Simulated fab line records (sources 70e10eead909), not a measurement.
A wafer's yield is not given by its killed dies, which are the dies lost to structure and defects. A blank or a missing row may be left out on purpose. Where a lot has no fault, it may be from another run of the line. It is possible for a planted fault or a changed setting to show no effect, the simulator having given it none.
The tool behind it: which one? ; flow nand harc ; Sampling: 24 lots, 72 wafers, 6 of 1302 route steps

WHAT THE GAUGES READ, wafer by wafer
NHARC_A_SLIT_OVL_MEAS_10. Usual: overlay x nm 0.1 nm, standard deviation 0.87; overlay y nm 0.0 nm, standard deviation 1.
lot;measured;on;overlay x nm (nm);overlay y nm (nm);flag
L075;day 19 23:49;overlay-01;0.6 0.5 0.5;-0.5 0.5 0.3;
L074;day 19 22:41;overlay-02;0.1 0.8 1.1;1.9 1.5 1.7;
L076;day 20 13:28;overlay-02;-0.3 0.1 -0.3;-1.9 -1.2 -1.5;
L077;day 21 03:59;overlay-02;0.9 0.8 1.3;1.4 1.2 0.4;
L078;day 21 03:48;overlay-01;1.0 0.7 0.8;-1.5 -1.9 -1.4;
L080;day 22 03:36;overlay-02;-0.1 -0.1 0.4;-0.5 -1.4 -1.5;
L079;day 22 03:45;overlay-02;0.5 -0.2 -0.8;1.0 0.5 0.9;
L081;day 22 21:08;overlay-01;-0.3 0.1 -0.7;-0.7 -0.4 -1.0;
L082;day 22 22:22;overlay-01;1.0 1.1 0.8;-0.3 -0.8 0.0;
L083;day 22 19:35;overlay-01;0.6 0.7 0.0;-0.5 -0.6 0.0;
L085;day 23 21:04;overlay-02;0.2 0.8 0.7;-0.3 -0.6 0.1;
L084;day 23 21:44;overlay-02;0.1 1.0 -0.1;1.3 0.8 1.0;
L086;day 24 21:17;overlay-02;-0.6 -0.4 -0.3;-1.2 -1.3 -0.2;
L087;day 24 22:21;overlay-02;-0.3 -1.2 -1.5;-0.1 -0.1 0.4;
L088;day 25 17:46;overlay-01;-0.3 0.5 0.0;-0.8 -1.3 -0.4;
L089;day 25 17:28;overlay-02;0.0 -0.2 0.2;0.5 1.5 1.2;
L090;day 26 22:07;overlay-02;1.1 1.2 0.3;1.1 1.4 1.5;
L091;day 26 21:52;overlay-02;0.9 0.9 1.1;0.3 0.8 1.0;
L093;day 27 14:56;overlay-02;-1.7 -1.7 -1.6;-1.4 -0.8 -0.4;
L092;day 27 19:03;overlay-01;1.5 1.3 1.8;-0.3 -0.1 -0.4;
L095;day 28 08:17;overlay-02;-0.8 -0.7 -0.4;1.1 1.0 0.3;
L094;day 28 08:29;overlay-02;-1.2 -2.2 -1.9;-1.6 -1.3 -0.9;
L096;day 28 17:29;overlay-01;-1.2 -0.4 -0.8;-0.3 0.2 -0.4;
L097;day 29 10:22;overlay-01;-0.5 -0.1 -0.3;1.6 1.5 2.4;

WHICH TOOL RAN EACH LOT (tool, then ch and the chambers of the sampled wafers, then the start)
lot;NHARC_A_STAIRCASE_HM_DEP_462;NHARC_A_STAIRCASE_DEP_301;NHARC_A_STAIRCASE_DESCUM_312;NHARC_A_STAIRCASE_ETCH_313;NHARC_A_SGD_CUT_STRIP_28
L075;acl dep-01 ch 0, day 17 04:30;pecvd-04 ch 0,1, day 17 06:22;rie diel-02 ch 0,2,3, day 17 07:21;rie diel-02 ch 0,1,2, day 17 07:26;rie diel-04 ch 0,2,3, day 19 16:41
L074;acl dep-01 ch 0, day 17 06:20;pecvd-04 ch 0,1, day 17 08:13;rie diel-02 ch 0,1,3, day 17 09:11;rie diel-02 ch 0,1,3, day 17 09:16;rie diel-05 ch 0,1,2, day 19 22:41 or earlier
L076;acl dep-03 ch 0, day 17 21:48;pecvd-04 ch 0,1, day 17 23:23;rie diel-13 ch 0,2,3, day 18 00:20;rie diel-13 ch 0,2,3, day 18 00:25;rie diel-04 ch 0,3, day 20 08:36
L077;acl dep-01 ch 0, day 18 10:24;pecvd-01 ch 1,2, day 18 12:17;rie diel-13 ch 0,2,3, day 18 13:14;rie diel-13 ch 2,3, day 18 13:21;rie diel-05 ch 0,3, day 21 03:59 or earlier
L078;acl dep-01 ch 0, day 18 12:34;pecvd-03 ch 0,1, day 18 14:07;rie diel-13 ch 0,2,3, day 18 14:59;rie diel-13 ch 0,2,3, day 18 15:05;rie diel-04 ch 0,1,2, day 21 03:48 or earlier
L080;acl dep-01 ch 0, day 19 10:53;pecvd-03 ch 0,1, day 19 12:44;rie diel-13 ch 0,1,3, day 19 13:44;rie diel-13 ch 0,1,2, day 19 13:50;rie diel-04 ch 0,2,3, day 22 03:36 or earlier
L079;acl dep-03 ch 0, day 19 12:38;pecvd-04 ch 0,1, day 19 13:52;rie diel-02 ch 0,1, day 19 14:52;rie diel-02 ch 0,1,3, day 19 14:58;rie diel-05 ch 0,1,3, day 22 03:45 or earlier
L081;acl dep-01 ch 0, day 20 02:27;pecvd-03 ch 0,1,2, day 20 03:44;rie diel-13 ch 1,2,3, day 20 04:34;rie diel-13 ch 0,2, day 20 05:08;rie diel-05 ch 1,2, day 22 21:08 or earlier
L082;acl dep-01 ch 0, day 20 06:15;pecvd-04 ch 0,1, day 20 08:07;rie diel-13 ch 1,2,3, day 20 09:15;rie diel-13 ch 1,2,3, day 20 09:23;rie diel-04 ch 1,3, day 22 11:53
L083;acl dep-02 ch 0, day 20 08:24;pecvd-03 ch 0,2, day 20 10:19;rie diel-13 ch 1,3, day 20 11:14;rie diel-13 ch 1,2, day 20 11:20;rie diel-07 ch 0,1,2, day 22 19:35 or earlier
L085;acl dep-01 ch 0, day 20 23:52;pecvd-03 ch 1,2, day 21 01:44;rie diel-02 ch 1,2,3, day 21 02:44;rie diel-02 ch 1,3, day 21 02:49;rie diel-04 ch 0,3, day 23 14:19
L084;acl dep-01 ch 0, day 21 03:19;pecvd-03 ch 0,1,2, day 21 04:53;rie diel-13 ch 1,2,3, day 21 05:52;rie diel-13 ch 2,3, day 21 05:56;rie diel-05 ch 0,1,2, day 23 14:19
L086;acl dep-01 ch 0, day 21 19:34;pecvd-04 ch 1,2, day 21 21:11;rie diel-13 ch 0,1,3, day 22 00:13;rie diel-13 ch 0,1,2, day 22 00:23;rie diel-07 ch 0,1,2, day 24 21:17 or earlier
L087;acl dep-03 ch 0, day 22 03:07;pecvd-04 ch 0,2, day 22 04:40;rie diel-02 ch 0,1,3, day 22 05:31;rie diel-02 ch 0,1, day 22 05:36;rie diel-05 ch 1,3, day 24 22:21 or earlier
L088;acl dep-03 ch 0, day 22 20:57;pecvd-04 ch 0,1, day 22 22:14;rie diel-03 ch 1,3, day 22 23:13;rie diel-03 ch 2,3, day 22 23:18;rie diel-07 ch 1,2,3, day 25 17:46 or earlier
L089;acl dep-01 ch 0, day 23 00:50;pecvd-04 ch 0,1,2, day 23 02:05;rie diel-13 ch 1,2, day 23 03:04;rie diel-13 ch 0,1, day 23 03:08;rie diel-04 ch 1,2,3, day 25 17:28 or earlier
L090;acl dep-02 ch 0, day 24 04:30;pecvd-01 ch 0,1,2, day 24 06:20;rie diel-02 ch 0,1,3, day 24 07:19;rie diel-02 ch 0,1,2, day 24 07:25;rie diel-07 ch 0,1,3, day 26 16:47
L091;acl dep-02 ch 0, day 24 06:37;pecvd-01 ch 1,2, day 24 08:14;rie diel-02 ch 2,3, day 24 09:13;rie diel-02 ch 1,2,3, day 24 09:20;rie diel-04 ch 1,2, day 26 21:52 or earlier
L093;acl dep-01 ch 0, day 24 15:17;pecvd-04 ch 0,1, day 24 16:52;rie diel-02 ch 0,1,3, day 24 17:51;rie diel-02 ch 0,3, day 24 17:59;rie diel-04 ch 1,2,3, day 27 14:56 or earlier
L092;acl dep-01 ch 0, day 24 21:14;pecvd-01 ch 0,1,2, day 24 22:32;rie diel-03 ch 1,2,3, day 24 23:31;rie diel-03 ch 1,3, day 24 23:36;rie diel-07 ch 0,1,3, day 27 19:03 or earlier
L095;acl dep-03 ch 0, day 25 10:08;pecvd-01 ch 1,2, day 25 11:28;rie diel-13 ch 0,3, day 25 12:26;rie diel-13 ch 0,1, day 25 12:31;rie diel-04 ch 0,2,3, day 28 08:17 or earlier
L094;acl dep-01 ch 0, day 25 12:37;pecvd-04 ch 1,2, day 25 14:28;rie diel-02 ch 1,2,3, day 25 15:27;rie diel-02 ch 0,1,3, day 25 15:32;rie diel-05 ch 0,1,2, day 28 03:15
L096;acl dep-01 ch 0, day 25 22:19;pecvd-04 ch 1,2, day 26 00:13;rie diel-03 ch 0,2,3, day 26 01:10;rie diel-03 ch 1,3, day 26 01:14;rie diel-07 ch 0,1,2, day 28 17:29 or earlier
L097;acl dep-03 ch 0, day 26 15:15;pecvd-04 ch 0,1, day 26 16:49;rie diel-13 ch 1,2,3, day 26 17:52;rie diel-13 ch 1,2,3, day 26 17:58;rie diel-07 ch 0,1,3, day 29 10:22 or earlier
- NHARC_A_STAIRCASE_HM_DEP_462: deposits aC, target thk 800 nm.
- NHARC_A_STAIRCASE_DEP_301: deposits SiON, target thk 30 nm.
- NHARC_A_STAIRCASE_DESCUM_312: chemistry O2, time 3 s.
- NHARC_A_STAIRCASE_ETCH_313: etches the open film in CF4/CHF3.
- NHARC_A_SGD_CUT_STRIP_28: strips in O2, time 20 s.

WHAT THE TOOLS THEMSELVES READ (means of the sampled wafers that have a number; where no wafer has one, the mark that the record gives instead)
NHARC_A_STAIRCASE_HM_DEP_462. Usual: throttle valve pct at 35.000 %, with a standard deviation of 0.0089.
lot;tool;throttle valve pct (%);flag
L075;acl dep-01;35.001;
L074;acl dep-01;35.001;
L076;acl dep-03;35.008;
L077;acl dep-01;34.998;
L078;acl dep-01;34.999;
L080;acl dep-01;35.006;
L079;acl dep-03;35.001;
L081;acl dep-01;35.000;
L082;acl dep-01;34.998;
L083;acl dep-02;35.007;
L085;acl dep-01;35.000;
L084;acl dep-01;34.998;
L086;acl dep-01;34.994;
L087;acl dep-03;34.999;
L088;acl dep-03;34.992;
L089;acl dep-01;35.004;
L090;acl dep-02;35.000;
L091;acl dep-02;34.991;
L093;acl dep-01;34.995;
L092;acl dep-01;34.999;
L095;acl dep-03;35.007;
L094;acl dep-01;34.994;
L096;acl dep-01;34.999;
L097;acl dep-03;35.002;

NHARC_A_STAIRCASE_DEP_301. Usual: heater power w at 771 W, with a standard deviation of 110.
lot;tool;heater power w (W);flag
L075;pecvd-04;849;
L074;pecvd-04;882;
L076;pecvd-04;825;
L077;pecvd-01;778;
L078;pecvd-03;737;
L080;pecvd-03;863;
L079;pecvd-04;833;
L081;pecvd-03;788;
L082;pecvd-04;791;
L083;pecvd-03;683;
L085;pecvd-03;790;
L084;pecvd-03;767;
L086;pecvd-04;716;
L087;pecvd-04;788;
L088;pecvd-04;830;
L089;pecvd-04;798;
L090;pecvd-01;742;
L091;pecvd-01;799;
L093;pecvd-04;858;
L092;pecvd-01;758;
L095;pecvd-01;674;
L094;pecvd-04;696;
L096;pecvd-04;710;
L097;pecvd-04;893;

NHARC_A_STAIRCASE_DESCUM_312. Usual: drypump motor current A 5.9 A, standard deviation 0.38; oes product au 1.003 a.u., standard deviation 0.013; rf vpp V 57.6 V, standard deviation 0.88; showerhead plenum p Torr 1.89 Torr, standard deviation 0.074; throttle valve pct 11.311 %, standard deviation 0.0087.
lot;tool;drypump motor current A (A);oes product au (a.u.);rf vpp V (V);showerhead plenum p Torr (Torr);throttle valve pct (%);flag
L075;rie diel-02;5.6;0.998;56.9;1.83;11.319;
L074;rie diel-02;5.8;0.991;57.3;1.91;11.316;
L076;rie diel-13;6.1;1.004;58.1;1.88;11.318;
L077;rie diel-13;6.1;1.007;57.4;1.88;11.315;
L078;rie diel-13;6.1;1.015;58.1;1.88;11.310;
L080;rie diel-13;5.8;1.001;57.4;1.90;11.303;
L079;rie diel-02;5.9;0.985;57.5;1.97;11.310;
L081;rie diel-13;6.1;1.007;58.1;1.89;11.312;
L082;rie diel-13;6.1;0.998;57.8;1.89;11.308;
L083;rie diel-13;6.2;1.005;57.5;1.92;11.303;
L085;rie diel-02;5.8;0.997;58.2;1.89;11.309;
L084;rie diel-13;6.2;1.003;57.1;1.88;11.297;
L086;rie diel-13;5.8;0.998;57.1;1.90;11.309;
L087;rie diel-02;5.8;0.998;56.9;1.90;11.314;
L088;rie diel-03;5.8;1.015;58.9;1.98;11.310;
L089;rie diel-13;6.0;1.009;58.1;1.85;11.309;
L090;rie diel-02;5.8;1.001;56.9;1.89;11.305;
L091;rie diel-02;5.6;0.994;57.3;1.80;11.310;
L093;rie diel-02;5.8;0.997;58.0;1.89;11.308;
L092;rie diel-03;5.9;1.014;58.3;2.01;11.326;
L095;rie diel-13;5.8;1.002;57.4;1.87;11.317;
L094;rie diel-02;5.8;0.994;58.5;1.88;11.308;
L096;rie diel-03;5.9;1.017;58.1;1.97;11.307;
L097;rie diel-13;6.2;1.003;58.6;1.87;11.314;

NHARC_A_STAIRCASE_ETCH_313. Usual: chf3 flow sccm 29.98 sccm, standard deviation 0.091; drypump motor current A 5.9 A, standard deviation 0.38; oes product au 0.938 a.u., standard deviation 0.021; rf vpp V 370.0 V, standard deviation 2.2; showerhead plenum p Torr 1.56 Torr, standard deviation 0.063; throttle valve pct 16.804 %, standard deviation 0.0093.
lot;tool;chf3 flow sccm (sccm);drypump motor current A (A);oes product au (a.u.);rf vpp V (V);showerhead plenum p Torr (Torr);throttle valve pct (%);flag
L075;rie diel-02;29.97;5.8;0.923;370.4;1.55;16.804;
L074;rie diel-02;29.85;5.8;0.922;369.8;1.57;16.808;
L076;rie diel-13;30.01;6.1;0.938;370.0;1.55;16.806;
L077;rie diel-13;30.00;6.3;0.927;369.2;1.54;16.810;
L078;rie diel-13;30.01;6.1;0.969;369.5;1.54;16.803;
L080;rie diel-13;30.03;5.8;0.926;368.4;1.53;16.800;
L079;rie diel-02;30.10;5.8;0.938;369.9;1.56;16.802;
L081;rie diel-13;29.91;5.9;0.943;368.2;1.51;16.799;
L082;rie diel-13;30.02;6.1;0.935;369.7;1.55;16.807;
L083;rie diel-13;30.02;6.1;0.965;368.1;1.52;16.809;
L085;rie diel-02;29.98;6.0;0.923;372.4;1.62;16.813;
L084;rie diel-13;30.03;6.5;0.925;370.0;1.56;16.799;
L086;rie diel-13;30.00;5.7;0.926;369.3;1.53;16.794;
L087;rie diel-02;30.06;5.9;0.918;371.4;1.61;16.805;
L088;rie diel-03;29.92;5.9;0.974;373.0;1.64;16.809;
L089;rie diel-13;30.04;5.5;0.984;369.4;1.54;16.800;
L090;rie diel-02;29.92;5.8;0.967;369.0;1.54;16.805;
L091;rie diel-02;30.00;5.8;0.926;369.7;1.55;16.797;
L093;rie diel-02;30.01;5.6;0.934;368.8;1.50;16.802;
L092;rie diel-03;30.00;5.8;0.933;371.6;1.62;16.809;
L095;rie diel-13;29.98;5.5;0.925;368.8;1.53;16.805;
L094;rie diel-02;29.99;5.8;0.927;369.8;1.55;16.813;
L096;rie diel-03;29.91;5.9;0.929;372.4;1.63;16.810;
L097;rie diel-13;30.02;6.1;0.931;370.0;1.54;16.805;

NHARC_A_SGD_CUT_STRIP_28. Usual: drypump motor current A 5.8 A, standard deviation 0.36; oes product au 1.003 a.u., standard deviation 0.015; rf vpp V 57.7 V, standard deviation 0.82; showerhead plenum p Torr 3.49 Torr, standard deviation 0.11; throttle valve pct 17.035 %, standard deviation 0.0093.
lot;tool;drypump motor current A (A);oes product au (a.u.);rf vpp V (V);showerhead plenum p Torr (Torr);throttle valve pct (%);flag
L075;rie diel-04;6.0;1.002;56.6;3.47;17.037;
L074;rie diel-05;5.9;0.987;58.1;3.54;17.030;
L076;rie diel-04;5.9;1.005;56.8;3.41;17.034;
L077;rie diel-05;5.8;0.982;57.6;3.43;17.044;
L078;rie diel-04;5.8;0.998;57.9;3.52;17.034;
L080;rie diel-04;6.0;1.006;57.6;3.47;17.029;
L079;rie diel-05;5.8;0.995;57.2;3.42;17.041;
L081;rie diel-05;5.7;0.992;58.2;3.59;17.026;
L082;rie diel-04;6.2;1.005;57.3;3.55;17.030;
L083;rie diel-07;5.4;1.015;57.6;3.53;17.031;
L085;rie diel-04;5.9;0.994;57.7;3.41;17.042;
L084;rie diel-05;5.9;0.996;58.1;3.54;17.033;
L086;rie diel-07;5.4;1.006;57.7;3.53;17.034;
L087;rie diel-05;5.8;0.995;57.0;3.42;17.039;
L088;rie diel-07;5.6;1.021;57.5;3.40;17.035;
L089;rie diel-04;6.0;0.998;57.4;3.56;17.049;
L090;rie diel-07;5.4;1.015;57.3;3.49;17.038;
L091;rie diel-04;5.9;0.994;58.0;3.57;17.027;
L093;rie diel-04;6.0;1.008;57.9;3.56;17.034;
L092;rie diel-07;5.4;1.008;58.1;3.49;17.032;
L095;rie diel-04;6.0;1.004;56.8;3.46;17.038;
L094;rie diel-05;5.9;0.996;59.1;3.54;17.046;
L096;rie diel-07;5.4;1.020;57.9;3.53;17.039;
L097;rie diel-07;5.4;1.021;57.9;3.49;17.039;

THE ANSWER, worked out from the rows above alone
Rule: a lot counts as off when the mean over its wafers that have a number is more than 3 standard deviations away from the usual mean. A lot without any number at a reading at which 4 lots or more have one is off too. The other lots that the step has rows for count as sound. After the gauges, taken in route order, come the tools' own readings; for these a lot's mean is taken, as printed above. At the first step where some lot is off, the reading lying furthest off is the one used; lots without a number count as furthest.
None of the lots is off at any reading shown; this tells nothing.

WHAT THE SIMULATOR PUT IN
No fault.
